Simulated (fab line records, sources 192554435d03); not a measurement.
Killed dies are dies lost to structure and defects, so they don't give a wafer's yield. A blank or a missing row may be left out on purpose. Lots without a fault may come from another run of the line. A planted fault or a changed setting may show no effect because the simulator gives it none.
Chamber matching | flow n5_finfet | N5_MOL_CONTACT_COAG_ETCHBACK_135 on rie_diel-02: 4 sister chambers
The step etches SiO2 in CHF3, target depth 25 nm, time 16.7 s. 4 wafers are shown with their chamber, then 9 later ones without.

WAFERS WITH THEIR CHAMBER
wafer  | chamber | showerhead_plenum_p_Torr (Torr)
L083.6 | 1       | 2.34
L084.3 | 2       | 2.33
L089.5 | 0       | 2.46
L089.6 | 3       | 2.47

WAFERS WITHOUT THEIR CHAMBER
wafer  | showerhead_plenum_p_Torr (Torr)
L094.1 | 2.47
L094.3 | 2.33
L094.4 | 2.33
L095.1 | 2.47
L095.2 | 2.33
L095.5 | 2.32
L097.2 | 2.33
L097.5 | 2.33
L097.6 | 2.32

WHICH CHAMBER EACH WENT THROUGH
wafer  | from the rows above | in truth
L094.1 | 3                   | 3
L094.3 | 2                   | 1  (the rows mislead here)
L094.4 | 2                   | 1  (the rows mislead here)
L095.1 | 3                   | 3
L095.2 | 2                   | 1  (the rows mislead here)
L095.5 | 2                   | 2
L097.2 | 2                   | 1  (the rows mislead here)
L097.5 | 2                   | 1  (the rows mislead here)
L097.6 | 2                   | 2
Placed correctly: 4 of 9. Can't be placed from these rows: 0. Placed wrongly: 5.
How it was worked out, from the rows above alone: a wafer's distance from a chamber is the root of the sum, over the readings, of the square of ((its reading less the chamber's mean) divided by the reading's scatter). The wafer belongs to the nearest chamber; if the next one is less than 2 further off, it can't be placed. A chamber's mean is the mean of its shown wafers. The scatter: with one shown wafer a chamber, the root of the mean of the squares of how far each hidden wafer lies from its nearest shown one.
